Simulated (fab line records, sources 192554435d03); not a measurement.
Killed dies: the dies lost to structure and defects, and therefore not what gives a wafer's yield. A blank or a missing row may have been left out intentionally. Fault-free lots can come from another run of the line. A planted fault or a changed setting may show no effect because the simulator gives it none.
fab line records	flow n5-finfet
record: lots: 5	wafers: 15	last-day: 21
route steps=1938 shown BEOL_M5@1118 PASSIVATION@1936
lots that met no fault: from a run of the same line without faults
start-h: hours from the record's first day to the start of the lot's first wafer shown	wait-h: time in hours since the lot's previous step	" unchanged from the row above	L1.1+2: a row that stands for several wafers	- no value, or no start was given	* or withheld: withheld	< > ~ a bound
route shown NAME@n: NAME is a module with steps in the file, n the number in the route of the first one	usual: mean and standard deviation over wafers with no fault	same: alike in all rows	chamber/n: place in a boat	sites: per-site readings	_std_site: their standard deviation	_edge_site: inner sites' mean taken away from outer sites' mean	radius-mm: how far each site lies from the wafer's centre	mask NAME#n: copy n	behind: the tool/chamber that last shaped the wafer	hold: the reason the lot was held/the length of the hold in hours/how it ended	device: which transistor (n, p or np) failed to switch	end of line: the route-end tests of the same wafers	a step given without rows: its recipe and nothing more	killed: dies that structure and defects cost at the first sort, which is not the same as the wafer's yield	map: shows each die of a wafer: x if killed, . if not, _ if none is there
set.NAME: setting as actually run; set.NAME@STEP: the setting as run at that earlier step	model.NAME: the simulator's own value behind a step, which no gauge read
certain route steps with their lots: each step a table, each wafer a row
services: the hour from which a tool's chamber was out of use, counted from the record's first day as start-h (under 0 if before that day), plus the number of hours and why
== steps ==
step: N5_BEOL_M5_COAT_60
recipe: resist: SiARC	temp-c: 220	time-s: 60	spin-rpm: 1500	resist-thk-nm: 12
step: N5_BEOL_M5_COAT_71
recipe: resist: underlayer	temp-c: 205	time-s: 60	spin-rpm: 1500	resist-thk-nm: 5
step: N5_BEOL_M5_COAT_05
recipe: resist: CAR-EUV	spin-rpm: 1500	resist-thk-nm: 30
step: N5_BEOL_M5_EBR_07
recipe: solvent: PGMEA	ebr-width-mm: 1.5
step: N5_BEOL_M5_SOFTBAKE_06
recipe: temp-c: 110	time-s: 60	resist: CAR-EUV
step: N5_BEOL_M5_EXPOSE_08
recipe: mask-id: M5	na: 0.33	source-shape: annular	sigma-inner: 0.4	sigma-outer: 0.8	polarization: unpolarized	target-cd-nm: 28	dose-mj: 35.75
step: N5_BEOL_M5_PEB_09
recipe: peb-temp-c: 100	peb-time-s: 60	resist: CAR-EUV
step: N5_BEOL_M5_DEVELOP_10
recipe: develop-time-s: 30	developer: TMAH	resist: CAR-EUV	rinse-liquid: surfactant-rinse	dry: air-spin	dev-temp-c: 23
step: N5_BEOL_M5_CD_MEAS_11
recipe: target-cd-nm: 27.74	landing-energy-ev: 500	detector: se-inlens
usual: cd-nm: 28.0/0.31
lot.wafer	tool	chamber	start-h	wait-h	cd-nm
L595.1	cd-sem-02	0	283.56	-	27.9
L595.3	"	0	"	"	28.3
L595.6	"	0	"	"	27.9
L596.1	cd-sem-02	0	291.73	-	28.2
L596.2	"	0	"	"	27.9
L596.3	"	0	"	"	27.7
L602.1	cd-sem-02	0	320.82	-	28.0
L602.5	"	0	"	"	27.9
L602.6	"	0	"	"	28.2
L613.3	cd-sem-02	0	370.22	-	28.0
L613.4	"	0	"	"	28.2
L613.6	"	0	"	"	27.6
L610.1	cd-sem-02	0	390.62	-	27.8
L610.4	"	0	"	"	28.0
L610.5	"	0	"	"	27.9
step: N5_BEOL_M5_OVL_MEAS_12
recipe: points-per-wafer: 522
usual: M5_OVL: 0.2/0.69
lot.wafer	tool	chamber	start-h	wait-h	M5_OVL[nm]
L595.1	overlay-02	0	283.59	0.0	0.5
L595.3	"	0	"	"	0.9
L595.6	"	0	"	"	0.9
L596.1	overlay-01	0	291.76	0.0	0.6
L596.2	"	0	"	"	1.0
L596.3	"	0	"	"	1.6
L602.1	overlay-01	0	320.85	0.0	0.0
L602.5	"	0	"	"	-0.2
L602.6	"	0	"	"	-0.7
L613.3	overlay-01	0	370.26	0.0	-0.4
L613.4	"	0	"	"	-0.5
L613.6	"	0	"	"	-0.8
L610.1	overlay-01	0	390.65	0.0	-0.4
L610.4	"	0	"	"	-0.4
L610.5	"	0	"	"	0.0
step: N5_BEOL_M5_INSPECT_13
recipe: mode: adi	inspect-instrument: brightfield
usual: raw-defect-count: 392/85
lot.wafer	tool	chamber	start-h	wait-h	raw-defect-count
L595.1	defect-inspect-01	-	283.65	0.1	530
L595.3	"	-	"	"	456
L595.6	"	-	"	"	465
L596.1	defect-inspect-02	-	291.82	0.1	490
L596.2	"	-	"	"	551
L596.3	"	-	"	"	418
L602.1	defect-inspect-02	-	320.91	0.1	406
L602.5	"	-	"	"	304
L602.6	"	-	"	"	504
L613.3	defect-inspect-01	-	370.31	0.0	347
L613.4	"	-	"	"	519
L613.6	"	-	"	"	389
L610.1	defect-inspect-02	-	390.70	0.1	273
L610.4	"	-	"	"	297
L610.5	"	-	"	"	214
step: N5_BEOL_M5_DESCUM_16
recipe: chemistry: O2	time-s: 7	source-power-w: 50	bias-power-w: 20	pressure-mtorr: 20	rf-frequency-hz: 2.712e+07	temp-c: 40	resist: CAR-EUV	o2-flow-sccm: 225
usual: drypump-motor-current-A: 5.6/0.51	oes-product-au: 0.78/0.089	rf-vpp-V: 243.4/1.6	showerhead-plenum-p-Torr: 2.11/0.095	throttle-valve-pct: 20.47/0.2
lot.wafer	tool	chamber	start-h	wait-h	drypump-motor-current-A	oes-product-au	rf-hours-counter-h	rf-vpp-V	showerhead-plenum-p-Torr	throttle-valve-pct
L595.1	rie-diel-05	2	283.69	0.0	6.1	0.76	154	244.4	2.18	20.32
L595.3	"	3	"	"	5.8	0.71	191	241.9	1.98	20.25
L595.6	"	2	"	"	6.1	0.75	-	243.4	2.18	20.33
L596.1	rie-diel-02	0	291.85	0.0	4.8	0.96	9	244.8	2.24	20.71
L596.2	"	1	"	"	6.4	0.79	111	245.7	2.22	20.50
L596.3	"	3	"	"	5.7	0.82	108	241.0	2.01	20.65
L602.1	rie-diel-02	3	320.95	0.0	5.7	0.80	118	241.9	2.00	20.67
L602.5	"	0	"	"	4.8	0.92	-	245.6	2.24	20.74
L602.6	"	1	"	"	6.4	0.77	-	244.5	2.22	20.51
L613.3	rie-diel-05	2	370.34	0.0	6.1	0.73	183	244.5	2.17	20.37
L613.4	"	2	"	"	6.1	0.73	-	242.8	2.17	20.37
L613.6	"	3	"	"	5.8	0.69	-	241.5	1.97	20.30
L610.1	rie-diel-06	0	390.74	0.0	5.8	0.73	189	244.0	2.05	20.50
L610.4	"	1	"	"	5.5	0.75	146	243.4	2.19	20.28
L610.5	"	3	"	"	6.1	0.85	-	244.2	2.11	20.36
step: N5_BEOL_M5_ETCH_72
recipe: chemistry: N2/H2	target: underlayer	target-depth-a: 65	mask-material: CAR-EUV	time-s: 5.2	ion-energy-ev: 200	pressure-mtorr: 30	source-w: 840	bias-w: 150	n2-flow-sccm: 200	h2-flow-sccm: 200	ends: cleared
usual: bias-w: 150.0/0.45	drypump-motor-current-A: 5.6/0.51	etch-rf-on-time-s: 5.25/0.19	n2-flow-sccm: 199.9/0.64	oes-product-au: 0.66/0.076	rf-fwd-power-W: 819.4/2.6	rf-vpp-V: 525/3.1	showerhead-plenum-p-Torr: 2.57/0.1	throttle-valve-pct: 17.98/0.28
lot.wafer	tool	chamber	start-h	wait-h	bias-w	drypump-motor-current-A	etch-rf-on-time-s	n2-flow-sccm	oes-product-au	rf-fwd-power-W	rf-hours-counter-h	rf-vpp-V	showerhead-plenum-p-Torr	throttle-valve-pct
L595.1	rie-diel-05	2	283.72	0.0	150.6	6.1	5.07	199.9	0.65	822.2	154	528	2.68	18.10
L595.3	"	3	"	"	150.5	5.8	5.11	198.9	0.63	817.9	191	522	2.43	17.83
L595.6	"	2	"	"	150.1	6.2	5.07	199.9	0.65	822.7	-	526	2.68	18.08
L596.1	rie-diel-02	0	291.89	0.0	151.0	4.8	5.03	200.2	0.82	819.0	9	531	2.69	17.97
L596.2	"	1	"	"	149.9	6.4	5.47	200.1	0.65	822.8	111	527	2.66	17.68
L596.3	"	3	"	"	150.0	5.7	5.46	200.0	0.68	824.0	108	521	2.49	18.54
L602.1	rie-diel-02	3	320.98	0.0	150.2	5.7	5.34	199.8	0.67	816.1	118	522	2.48	18.55
L602.5	"	0	"	"	149.7	4.8	5.03	199.2	0.81	822.4	-	528	2.69	17.99
L602.6	"	1	"	"	149.4	6.4	6.83	199.8	0.58	612.7	-	577	2.66	17.67
L613.3	rie-diel-05	2	370.38	0.0	149.2	6.1	5.17	199.3	0.63	817.2	183	524	2.66	18.14
L613.4	"	2	"	"	149.6	6.1	5.18	198.8	0.63	818.8	-	525	2.66	18.13
L613.6	"	3	"	"	150.1	5.7	5.24	200.4	0.60	822.2	-	520	2.42	17.89
L610.1	rie-diel-06	0	390.77	0.0	150.1	5.8	5.46	199.4	0.61	822.7	189	524	2.54	18.28
L610.4	"	1	"	"	150.2	5.6	5.32	199.9	0.64	821.7	146	523	2.63	17.52
L610.5	"	3	"	"	150.2	6.1	4.94	199.6	0.75	824.2	-	527	2.57	17.78
step: N5_BEOL_M5_ETCH_61
recipe: chemistry: CF4	target: SiARC	target-depth-a: 156	mask-material: CAR-EUV	time-s: 26	ion-energy-ev: 80	pressure-mtorr: 40	source-w: 545	bias-w: 36	Ar_flow_sccm: 100	cf4-flow-sccm: 100	ends: cleared
usual: bias-w: 36.02/0.11	drypump-motor-current-A: 5.6/0.51	etch-rf-on-time-s: 26.3/0.92	mfc-ar-sccm: 99.98/0.27	oes-product-au: 0.66/0.074	rf-fwd-power-W: 531.5/1.7	rf-vpp-V: 184.3/1.4	showerhead-plenum-p-Torr: 2.16/0.083	throttle-valve-pct: 15.67/0.18
lot.wafer	tool	chamber	start-h	wait-h	bias-w	drypump-motor-current-A	etch-rf-on-time-s	mfc-ar-sccm	oes-product-au	rf-fwd-power-W	rf-hours-counter-h	rf-vpp-V	showerhead-plenum-p-Torr	throttle-valve-pct
L595.1	rie-diel-05	2	283.74	0.0	35.97	6.1	25.1	100.06	0.66	531.2	154	184.9	2.24	15.60
L595.3	"	3	"	"	36.25	5.7	25.4	100.19	0.63	531.2	191	183.1	2.04	15.56
L595.6	"	2	"	"	35.97	6.1	25.5	100.00	0.65	531.8	-	185.2	2.24	15.61
L596.1	rie-diel-02	0	291.90	0.0	36.26	4.8	25.3	100.11	0.82	531.3	9	185.2	2.26	15.60
L596.2	"	1	"	"	36.03	6.4	27.6	99.78	0.65	531.6	111	186.2	2.24	15.55
L596.3	"	3	"	"	35.89	5.7	27.5	100.17	0.67	531.6	108	183.3	2.07	15.89
L602.1	rie-diel-02	3	321.00	0.0	35.90	5.7	27.3	99.87	0.66	531.1	118	183.6	2.07	15.90
L602.5	"	0	"	"	36.05	4.8	25.5	100.07	0.80	530.8	-	186.6	2.25	15.63
L602.6	"	1	"	"	36.03	6.4	27.5	99.55	0.65	532.8	-	183.6	2.24	15.58
L613.3	rie-diel-05	2	370.39	0.0	35.92	6.1	25.5	99.81	0.63	531.7	183	185.3	2.23	15.66
L613.4	"	2	"	"	35.95	6.1	25.2	99.59	0.63	532.3	-	186.4	2.23	15.66
L613.6	"	3	"	"	35.99	5.7	25.7	100.03	0.61	531.9	-	183.3	2.03	15.61
L610.1	rie-diel-06	0	390.79	0.0	36.08	5.8	27.0	99.80	0.62	529.9	189	183.2	2.12	15.89
L610.4	"	1	"	"	36.08	5.6	26.2	100.02	0.65	533.7	146	185.3	2.21	15.41
L610.5	"	3	"	"	35.96	6.1	24.4	99.94	0.75	528.3	-	184.9	2.17	15.53
step: N5_PASSIVATION_PROBE_49
usual: defect-limited-yield: 90.9/1.6	killed_at_M0_to_M3: 37/11	killed_at_M4_up: 15/5.6	killed-at-contacts: 13/6.4	killed-at-front-end: 39/11	killed-at-other: 4/3.1	killed-dies: 107/19	killed-open: 71/14	killed-short: 34/7.8	sort_bin_5_function: 5.3/1	sort_bin_6_memory: 3.4/0.72	sort_bin_8_speed: 0.0/0.42	sort-n-pass: 1072/20	sort-yield-pct: 90.9/1.7
same: gross-dies: 1180	killed-at-back-side: 0	sort_bin_4_leakage[%]: 0
lot.wafer	tool	chamber	start-h	wait-h	defect-limited-yield[%]	killed_at_M0_to_M3	killed_at_M4_up	killed-at-contacts	killed-at-front-end	killed-at-other	killed-dies	killed-open	killed-short	sort_bin_5_function[%]	sort_bin_6_memory[%]	sort_bin_8_speed[%]	sort-n-pass	sort-yield-pct[%]
L595.1	prober-01	-	376.86	0.0	91.2	29	17	24	32	2	104	67	30	4.7	3.9	0	1076	91.2
L595.3	prober-01	-	376.96	0.1	89.9	34	15	22	47	1	119	77	38	5.8	3.7	0	1061	89.9
L595.6	prober-01	-	377.11	0.3	91.9	30	13	17	35	1	96	53	37	4.9	3.0	0	1084	91.9
L596.1	prober-02	-	410.64	0.0	92.1	34	13	7	37	2	93	64	27	5.1	2.6	0	1087	92.1
L596.2	prober-02	-	410.69	0.1	89.4	46	15	16	38	10	125	87	35	6.3	4.1	0	1055	89.4
L596.3	prober-02	-	410.74	0.1	92.8	27	8	3	45	2	85	50	32	4.0	3.0	0	1095	92.8
L602.1	prober-01	-	450.55	0.0	86.7	56	26	17	57	1	157	104	52	7.2	5.6	0.1	1023	86.7
L602.5	prober-01	-	450.75	0.2	89.2	43	15	14	52	3	127	80	44	6.8	3.4	0	1053	89.2
L602.6	prober-01	-	450.80	0.3	90.1	31	15	20	51	0	117	76	40	6.3	3.3	0	1063	90.1
L613.3	prober-02	-	479.14	0.1	92.1	47	9	20	17	0	93	66	24	4.9	2.8	0	1087	92.1
L613.4	prober-02	-	479.19	0.2	91.9	55	9	5	25	2	96	62	32	4.6	3.2	0	1084	91.9
L613.6	prober-02	-	479.29	0.3	90.7	58	9	17	22	4	110	75	34	5.6	3.3	0	1070	90.7
L610.1	prober-02	-	494.83	0.0	89.4	40	19	17	44	5	125	94	31	6.4	3.7	0	1055	89.4
L610.4	prober-02	-	494.98	0.2	89.9	28	15	21	54	1	119	90	27	5.8	4.1	0	1061	89.9
L610.5	prober-02	-	495.03	0.2	88.2	37	26	24	50	2	139	92	46	7.3	4.0	0	1041	88.2
killed by level:class
L595.1 MOL_CONTACT_COAG:geometric-particle:open=18 BEOL_M1:geometric-particle:open=11 GATE_CUT:geometric-particle:short=7 GATE_CUT:geometric-particle:open=6 MOL_CONTACT_COAG:geometric-particle:short=6 FIN_SAQP:geometric-particle:short=5 DUMMY_GATE:geometric-particle:open=5 FIN_SAQP:geometric-particle:open=4
L595.3 MOL_CONTACT_COAG:geometric-particle:open=18 BEOL_M1:geometric-particle:open=11 FIN_SAQP:geometric-particle:short=9 FIN_SAQP:geometric-particle:open=9 STI_FIN_REVEAL:geometric-particle:open=8 BEOL_M0_SAQP:geometric-particle:short=8 GATE_CUT:geometric-particle:short=6 BEOL_M3:geometric-particle:open=5
L595.6 MOL_CONTACT_COAG:geometric-particle:open=13 BEOL_M0_SAQP:geometric-particle:short=9 FIN_SAQP:geometric-particle:short=6 STI_FIN_REVEAL:geometric-particle:open=5 GATE_CUT:geometric-particle:short=5 BEOL_M0_SAQP:geometric-particle:open=5 BEOL_M1:geometric-particle:open=5 FIN_SAQP:geometric-particle:open=4
L596.1 FIN_SAQP:geometric-particle:open=12 BEOL_M2:geometric-particle:open=7 MOL_CONTACT_COAG:geometric-particle:open=7 BEOL_M3:geometric-particle:open=7 BEOL_M0_SAQP:geometric-particle:open=6 BEOL_M0_SAQP:geometric-particle:short=6 FIN_SAQP:geometric-particle:short=4 STI_FIN_REVEAL:geometric-particle:open=4
L596.2 BEOL_M2:geometric-particle:open=15 MOL_CONTACT_COAG:geometric-particle:open=11 FIN_SAQP:geometric-particle:open=10 BEOL_M4:geometric-particle:open=8 BEOL_M1:geometric-particle:open=7 STI_FIN_REVEAL:geometric-particle:open=6 MOL_CONTACT_COAG:geometric-particle:short=5 BEOL_M3:geometric-particle:open=5
L596.3 FIN_SAQP:geometric-particle:open=9 BEOL_M2:geometric-particle:open=9 DUMMY_GATE:geometric-particle:open=7 BEOL_M0_SAQP:geometric-particle:short=6 FIN_SAQP:geometric-particle:short=5 BEOL_M4:geometric-particle:short=5 STI_FIN_REVEAL:geometric-particle:open=4 BEOL_M0_SAQP:geometric-particle:open=4
L602.1 STI_FIN_REVEAL:geometric-particle:open=21 BEOL_M0_SAQP:geometric-particle:open=21 BEOL_M4:geometric-particle:open=16 BEOL_M0_SAQP:geometric-particle:short=15 MOL_CONTACT_COAG:geometric-particle:open=11 FIN_SAQP:geometric-particle:open=8 STI_FIN_REVEAL:geometric-particle:short=7 MOL_CONTACT_COAG:geometric-particle:short=6
L602.5 MOL_CONTACT_COAG:geometric-particle:open=12 STI_FIN_REVEAL:geometric-particle:open=11 BEOL_M0_SAQP:geometric-particle:short=10 GATE_CUT:geometric-particle:short=9 BEOL_M3:geometric-particle:open=9 GATE_CUT:geometric-particle:open=8 BEOL_M4:geometric-particle:open=8 BEOL_M0_SAQP:geometric-particle:open=7
L602.6 MOL_CONTACT_COAG:geometric-particle:open=17 STI_FIN_REVEAL:geometric-particle:open=12 FIN_SAQP:geometric-particle:short=10 BEOL_M0_SAQP:geometric-particle:short=10 FIN_SAQP:geometric-particle:open=9 BEOL_M4:geometric-particle:open=8 BEOL_M0_SAQP:geometric-particle:open=7 BEOL_M2:geometric-particle:open=5
L613.3 BEOL_M2:geometric-particle:open=18 MOL_CONTACT_COAG:geometric-particle:open=17 BEOL_M0_SAQP:geometric-particle:short=8 STI_FIN_REVEAL:geometric-particle:open=5 BEOL_M0:geometric-particle:open=5 BEOL_M0_SAQP:geometric-particle:open=4 BEOL_M1:geometric-particle:open=4 GATE_CUT:geometric-particle:short=3
L613.4 BEOL_M3:geometric-particle:open=17 BEOL_M0_SAQP:geometric-particle:open=10 BEOL_M0_SAQP:geometric-particle:short=9 BEOL_M2:geometric-particle:open=6 STI_FIN_REVEAL:geometric-particle:open=5 BEOL_M0:geometric-particle:open=5 BEOL_M4:geometric-particle:open=5 ILD0:geometric-particle:short=4
L613.6 MOL_CONTACT_COAG:geometric-particle:open=16 BEOL_M0_SAQP:geometric-particle:open=16 BEOL_M0_SAQP:geometric-particle:short=14 BEOL_M2:geometric-particle:open=10 BEOL_M1:geometric-particle:open=8 BEOL_M3:geometric-particle:open=5 STI_FIN_REVEAL:geometric-particle:open=4 ILD0:geometric-particle:open=4
L610.1 STI_FIN_REVEAL:geometric-particle:open=16 MOL_CONTACT_COAG:geometric-particle:open=14 BEOL_M0_SAQP:geometric-particle:open=11 BEOL_M4:geometric-particle:open=11 BEOL_M0_SAQP:geometric-particle:short=8 DUMMY_GATE:geometric-particle:open=7 BEOL_M2:geometric-particle:open=7 FIN_SAQP:geometric-particle:open=6
L610.4 MOL_CONTACT_COAG:geometric-particle:open=20 FIN_SAQP:geometric-particle:open=18 DUMMY_GATE:geometric-particle:open=9 BEOL_M4:geometric-particle:open=9 FIN_SAQP:geometric-particle:short=7 STI_FIN_REVEAL:geometric-particle:open=7 STI_FIN_REVEAL:geometric-particle:short=5 BEOL_M0_SAQP:geometric-particle:open=5
L610.5 MOL_CONTACT_COAG:geometric-particle:open=18 FIN_SAQP:geometric-particle:short=11 STI_FIN_REVEAL:geometric-particle:open=11 BEOL_M4:geometric-particle:open=8 BEOL_M0_SAQP:geometric-particle:short=7 BEOL_M0_SAQP:geometric-particle:open=7 BEOL_M3:geometric-particle:open=7 FIN_SAQP:geometric-particle:open=6
== services ==
tool	chamber	start-h	hours	kind
rie-diel-06	3	272.62	3.0	repair
rie-diel-05	0	278.72	5.3	repair
rie-diel-06	0	285.76	6.9	repair
rie-diel-06	2	292.73	-	clean
rie-diel-06	2	292.73	-	consumable-replace:focus-ring
rie-diel-06	2	292.73	33.7	scheduled-down
rie-diel-06	2	292.73	33.7	vent-cycle
rie-diel-02	2	317.30	-	clean
rie-diel-02	2	317.30	-	consumable-replace:focus-ring
rie-diel-02	2	317.30	12.3	scheduled-down
rie-diel-02	2	317.30	12.3	vent-cycle
rie-diel-05	0	344.40	2.8	repair
rie-diel-05	1	347.18	-	clean
rie-diel-05	1	347.18	-	consumable-replace:esc
rie-diel-05	1	347.18	-	consumable-replace:focus-ring
rie-diel-05	1	347.18	37.7	scheduled-down
rie-diel-05	1	347.18	37.7	vent-cycle
rie-diel-02	1	367.74	5.0	repair
== key ==
first-sign: step: N5_BEOL_M5_ETCH_72	reading: rf-fwd-power-W	direction: down	sigmas: 79	usual: *	struck: *
effect: step: N5_BEOL_M5_ETCH_72	reading: rf-vpp-V	direction: up	sigmas: 17	usual: 525	struck: 577
met-at N5_BEOL_M5_ETCH_72
struck-wafers L602.6
onset-between 291.89 320.98
fault: kind: process-parameter-drift	tool: rie-diel-02	chamber: 1	onset-h: 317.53	steps: N5_BEOL_M5_ETCH_72	channel: source-w	offset: -201.6	shape: step	end-h: 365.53	acts-in: these-recipes-only	stated: 840
